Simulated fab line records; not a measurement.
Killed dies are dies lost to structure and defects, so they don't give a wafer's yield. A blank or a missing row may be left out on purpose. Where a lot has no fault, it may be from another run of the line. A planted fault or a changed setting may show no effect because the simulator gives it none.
Struck lot and sound lot, side by side / flow n5-finfet / 39 out of 1938 route steps
Sound: these wafers, L188.3, L188.5, L188.6. Wafers L196.3, L196.4, L196.5 were the ones struck. At the end, the cause is stated.
Each step with rows lists, per side, the tool, then ch with its chambers, then its first start. Under that, the readings that differ: sound wafers / struck wafers / difference of the means / sigmas: that difference in standard deviations of wafers without a fault.
alike: readings with means less than 2 such deviations apart, plus words and numbers identical on both sides. not compared: withheld readings, readings lacking a value on some wafer, bounds such as >300 that could conceal the same value, and numbers that have no deviation in the record and whose values overlap.
Wherever a step has rows on one side only, a row that says differs or no value, or a row with sigmas, the two part there. Non-overlapping numbers with no deviation appear without sigmas and do not part them. Lack of a reading on every wafer of one side parts them only where that side has two or more wafers.

first, 9 steps without rows for these wafers: N5_GATE_CUT_CMP_23 (polishes, stops on SiO2, t overpolish 23.4 s, target thk 16 nm); N5_GATE_CUT_CMP_43 (polishes SiO2); N5_GATE_CUT_CMP_61 (polishes, stops on SiNx, t overpolish 3 s); N5_MOL_CONTACT_COAG_COAT_103 (time 60 s, resist thk 80 nm); N5_MOL_CONTACT_COAG_COAT_104 (time 60 s, resist thk 12 nm); N5_MOL_CONTACT_COAG_COAT_58 (time 60 s, resist thk 10 nm); N5_MOL_CONTACT_COAG_COAT_02 (resist thk 30 nm); N5_MOL_CONTACT_COAG_EBR_04; N5_MOL_CONTACT_COAG_SOFTBAKE_03 (time 60 s).
N5_MOL_CONTACT_COAG_EXPOSE_05: exposes mask CA, defocus 0 nm.
  sound on euv-scanner-01 ch 0, day 4 21:06; struck on euv-scanner-01 ch 0, day 6 20:53
reading=exposure-dose-mJ-cm2; sound=38.23 38.24 38.30; struck=40.58 40.60 40.57; difference=+2.33; sigmas=+53
  alike: mask, reticle-temp-C
then, 2 steps without rows for these wafers: N5_MOL_CONTACT_COAG_PEB_06 (peb time 60 s); N5_MOL_CONTACT_COAG_DEVELOP_07 (develop time 30 s).
N5_MOL_CONTACT_COAG_CD_MEAS_08: the cd target is 28 nm.
  sound on cd-sem-02 ch 0, day 4 21:13; struck on cd-sem-02 ch 0, day 6 20:59
reading=cd-nm (nm); sound=28.15 28.03 28.02; struck=29.67 29.81 29.65; difference=+1.64; sigmas=+6
then, 1 step without rows for these wafers: N5_MOL_CONTACT_COAG_DESCUM_13 (chemistry O2, time 7 s).
N5_MOL_CONTACT_COAG_ETCH_59: etches underlayer in N2/H2, target depth 13 nm, time 10.4 s.
  sound on rie-diel-04 ch 0,3, day 4 21:23; struck on rie-diel-01 ch 1,2,3, day 6 21:23
reading=model.MOL_CONTACT_COAG.cd-offset-nm (nm); sound=0 -0.2 0; struck=1.4 1.4 1.2; difference=+1.4; sigmas=
  alike: bias-w, chamber-pressure-mTorr, drypump-motor-current-A, etch-rf-on-time-s, h2-flow-sccm, oes-product-au, rf-vpp-V, showerhead-plenum-p-Torr, throttle-valve-pct
  not compared: rf-hours-counter-h
then, 7 steps without rows for these wafers: N5_MOL_CONTACT_COAG_ETCH_105 (etches SiARC in CF4, target depth 15.6 nm, time 26 s); N5_MOL_CONTACT_COAG_ETCH_106 (etches SOC in N2/H2, target depth 80 nm, overetch 16 nm, time 120 s); N5_MOL_CONTACT_COAG_STRIP_107 (strips in N2/H2); N5_MOL_CONTACT_COAG_STRIP_108 (strips in N2/H2); N5_MOL_CONTACT_COAG_CONTACT_ETCH_14 (etches SiO2 in C4F6/O2, target depth 27.5 nm, overetch 8.5 nm, time 20 s); N5_MOL_CONTACT_COAG_STRIP_109 (strips in C4F6/O2); N5_MOL_CONTACT_COAG_ETCH_15 (etches SiNx in CH3F/O2, stops on Si:P, target depth 7 nm).
N5_MOL_CONTACT_COAG_ETCH_110: etches Si in CF4/O2, target depth 2.5 nm, time 8 s.
  sound on rie-diel-04 ch 0,3, day 4 21:37; struck on rie-diel-01 ch 1,2,3, day 6 21:38
reading=model.MOL_CONTACT_COAG.cd-offset-nm (nm); sound=0 0 0; struck=1.4 1.4 1.2; difference=+1.3; sigmas=
  alike: bias-w, chamber-pressure-mTorr, drypump-motor-current-A, oes-product-au, rf-vpp-V, showerhead-plenum-p-Torr, throttle-valve-pct
  not compared: rf-hours-counter-h
then, 1 step without rows for these wafers: N5_MOL_CONTACT_COAG_STRIP_98 (strips in N2/H2).
N5_MOL_CONTACT_COAG_CD_MEAS_99: the cd target is 17.2 nm.
  sound on cd-sem-02 at day 4 21:44; struck on cd-sem-02 at day 6 21:45
reading=cd-nm (nm); sound=17.17 17.24 17.02; struck=18.35 18.50 18.70; difference=+1.37; sigmas=+5
then, 12 steps without rows for these wafers: N5_MOL_CONTACT_COAG_IMPLANT_129; N5_MOL_CONTACT_COAG_PRECLEAN_111 (cleans in NF3:NH3, afs cycles 1, time 20 s, sublimation time 60 s); N5_MOL_CONTACT_COAG_TI_SIL_19 (material Ti, target thk 4.2 nm, time 15 s); N5_MOL_CONTACT_COAG_ALD_20 (deposits TiN, target thk 1.5 nm, pulse time 1 s, purge time 3 s); N5_MOL_CONTACT_COAG_SIL_ANNEAL_21 (time 60 s); N5_MOL_CONTACT_COAG_PRE_CLEAN_141 (time 60 s); N5_MOL_CONTACT_COAG_SPUTTER_143 (material Co, target thk 2.5 nm); N5_MOL_CONTACT_COAG_CO_FILL_22 (material Co, precursor CCTBA/H2, target thk 20 nm); N5_MOL_CONTACT_COAG_ANNEAL_113 (time 300 s); N5_MOL_CONTACT_COAG_PRE_CLEAN_142 (time 60 s); N5_MOL_CONTACT_COAG_SPUTTER_130 (material Co, target thk 47.5 nm); N5_MOL_CONTACT_COAG_PRECLEAN_125 (cleans in DIW, time 57.5 s).
-- record jumps: 3 days separate the struck wafers' starts on either side; left off in module MOL_CONTACT_COAG, taken up again in module BEOL_M4, whose first shown step is the route's number 1111 --
N5_BEOL_M4_RC_MEAS_101:
  sound on prober-01 ch 0, day 8 10:14; struck on prober-01 ch 0, day 10 01:02
reading=RC_DENSE_N (ohm.um); sound=18.9 19.3 19.1; struck=17.0 17.2 17.2; difference=-2.0; sigmas=-6
reading=RC_DENSE_P (ohm.um); sound=23.7 23.8 23.8; struck=21.3 21.2 21.7; difference=-2.4; sigmas=-6
reading=RC_N (ohm.um); sound=15.44 15.61 15.57; struck=13.96 14.03 14.07; difference=-1.52; sigmas=-6
reading=RC_P (ohm.um); sound=19.4 19.5 19.5; struck=17.4 17.5 17.5; difference=-2.0; sigmas=-6
  alike: DIBL_N, DIBL_P, IOFF_N, IOFF_P, ION_N, ION_P, SS_N, SS_P, VT_N, VT_P
-- record jumps: 4 days separate the struck wafers' starts on either side; left off in module BEOL_M4, taken up again in module PASSIVATION, whose first shown step is the route's number 1936 --
N5_PASSIVATION_PROBE_49:
  rows exist in the record for the struck wafers here (prober-02, day 14 06:01), but not for the sound ones

## WHERE THEY PART
Earliest at N5_MOL_CONTACT_COAG_EXPOSE_05; latest, in this record, at N5_PASSIVATION_PROBE_49.

WHY: whatever the simulator had introduced
Drift in process parameters on euv-scanner-01 at N5_MOL_CONTACT_COAG_EXPOSE_05, starting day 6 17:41. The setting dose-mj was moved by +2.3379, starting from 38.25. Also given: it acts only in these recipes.
